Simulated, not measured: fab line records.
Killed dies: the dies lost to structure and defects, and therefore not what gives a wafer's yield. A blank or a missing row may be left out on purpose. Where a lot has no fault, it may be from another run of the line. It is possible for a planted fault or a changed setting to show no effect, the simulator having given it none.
Split-lot study    flow n5_finfet    39 wafers read across 7 lots, on a route 1938 steps long

## ABOUT THE SPLIT
At N5_DUMMY_GATE_ETCH_31 (etches SiO2 in C4F6/O2, target depth 82.5 nm, time 27.5 s), the setting target_depth_a was moved away from the recipe's 825 angstrom on 12 of the 39 wafers read, by -12.3% to +11.2%. For the rest of the wafers, this setting stayed at what the recipe calls for.

The reading comes from the split's own step.

## THE READING
SOC_of_DUMMY_GATE_COAT_34.thk_nm (the simulator's own value, which no gauge read), in nm, at N5_DUMMY_GATE_ETCH_31 (etches SiO2 in C4F6/O2, target depth 82.5 nm, time 27.5 s). There is no usual value for it anywhere in the file. Average 51.7 nm, standard deviation 0.21 nm, over the 27 wafers here run with the recipe.

wafer   tool, chamber at the split  target_depth_a as run, angstrom  against the recipe  SOC_of_DUMMY_GATE_COAT_34.thk_nm, nm  against lot-mates on the recipe
L081.1  rie_diel-03, 3              825                              recipe              51.8                                  -
L081.2  rie_diel-03, 1              825                              recipe              51.8                                  -
L081.3  rie_diel-03, 2              723.9                            -12.3%              52.8                                  +1.1
L081.4  rie_diel-03, 0              723.9                            -12.3%              53                                    +1.3
L081.5  rie_diel-03, 2              825                              recipe              51.6                                  -
L081.6  rie_diel-03, 3              723.9                            -12.3%              52.8                                  +1.1
L084.1  rie_diel-01, 1              825                              recipe              51.4                                  -
L084.2  rie_diel-01, 2              783.1                            -5.1%               52.2                                  +0.5
L084.3  rie_diel-01, 0              825                              recipe              51.6                                  -
L084.4  rie_diel-01, 3              825                              recipe              52                                    -
L084.5  rie_diel-01, 0              783.1                            -5.1%               52.2                                  +0.5
L084.6  rie_diel-01, 3              783.1                            -5.1%               52.6                                  +0.9
L085.1  rie_diel-03, 0              825                              recipe              52                                    -
L085.2  rie_diel-03, 1              825                              recipe              51.8                                  -
L085.3  rie_diel-03, 3              825                              recipe              51.8                                  -
L085.4  rie_diel-03, 2              825                              recipe              52                                    -
L085.5  rie_diel-03, 2              825                              recipe              52                                    -
L085.6  rie_diel-03, 1              825                              recipe              52                                    -
L086.1  rie_diel-05, 3              825                              recipe              51.4                                  -
L086.2  rie_diel-05, 2              917.1                            +11.2%              50.6                                  -0.9
L086.3  rie_diel-05, 0              825                              recipe              51.4                                  -
L086.4  rie_diel-05, 1              917.1                            +11.2%              51                                    -0.5
L086.5  rie_diel-05, 2              917.1                            +11.2%              50.6                                  -0.9
L086.6  rie_diel-05, 3              825                              recipe              51.6                                  -
L089.1  rie_diel-05, 0              872.3                            +5.7%               51.2                                  -0.5
L089.2  rie_diel-05, 1              872.3                            +5.7%               51.6                                  -0.1
L089.3  rie_diel-05, 2              825                              recipe              51.6                                  -
L089.4  rie_diel-05, 3              825                              recipe              51.6                                  -
L089.5  rie_diel-05, 3              825                              recipe              51.8                                  -
L089.6  rie_diel-05, 0              872.3                            +5.7%               51                                    -0.7
L091.1  rie_diel-05, 0              825                              recipe              51.6                                  -
L091.2  rie_diel-05, 2              825                              recipe              51.6                                  -
L091.6  rie_diel-05, 0              825                              recipe              51.6                                  -
L092.1  rie_diel-01, 1              825                              recipe              51.6                                  -
L092.2  rie_diel-01, 2              825                              recipe              52                                    -
L092.3  rie_diel-01, 0              825                              recipe              51.6                                  -
L092.4  rie_diel-01, 3              825                              recipe              52.2                                  -
L092.5  rie_diel-01, 0              825                              recipe              51.8                                  -
L092.6  rie_diel-01, 3              825                              recipe              52                                    -

THE FIT
A straight line over all 39 wafers: SOC_of_DUMMY_GATE_COAT_34.thk_nm changes by -0.0923 nm for each +1% of target_depth_a; r = -0.91; the points scatter about the line by 0.22 nm.
The same after taking each lot's own level away (the mean of its wafers on the recipe; 39 wafers): -0.0832 nm for each +1%; r = -0.92; scatter 0.19 nm.
That fit puts the effect of the largest move of target_depth_a on the reading at 1 nm.
The lots' own levels span 51.47 to 51.93 nm, that is 2.2 times the standard deviation above.
So the slope is not independent of the lot-to-lot level: the two fits are not the same.
Check: for one of the wafers moved furthest among these (-12.3%), held out of the fit, the line's prediction against its lot-mates is +1.07 nm. Against them it came out at +1.07 nm.

## OTHER SPLITS ON THESE WAFERS
Before the reading, these wafers also passed through other splits. Each is held against what the fit with the lots' levels taken away leaves over:
other split on the same wafers   wafers away from the commonest value  r with SOC_of_DUMMY_GATE_COAT_34.thk_nm (lot level and that fit taken away)
N5_WELL_APT_EPI_41 target_thk_a  15                                    -0.01
N5_DUMMY_GATE_EXPOSE_12 dose_mj  15                                    +0.38
N5_DUMMY_GATE_ETCH_37 source_w   6                                     +0.07

## THE WHOLE CHAIN: every reading that the file lists as answering this split, in the file's order
step                   what it does                                               reading                                                                            change (the file's fit)                 r (the file's)
N5_DUMMY_GATE_ETCH_31  etches SiO2 in C4F6/O2, target depth 82.5 nm, time 27.5 s  etch.depth_nm (the simulator's own value, which no gauge read)                     +0.88 nm for each +1% of the setting    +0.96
N5_DUMMY_GATE_ETCH_31  etches SiO2 in C4F6/O2, target depth 82.5 nm, time 27.5 s  SOC_of_DUMMY_GATE_COAT_34.thk_nm (the simulator's own value, which no gauge read)  -0.0832 nm for each +1% of the setting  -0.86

## FILE'S OWN FIT
SOC_of_DUMMY_GATE_COAT_34.thk_nm changes by -0.0832 nm for each +1% of target_depth_a, r = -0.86.
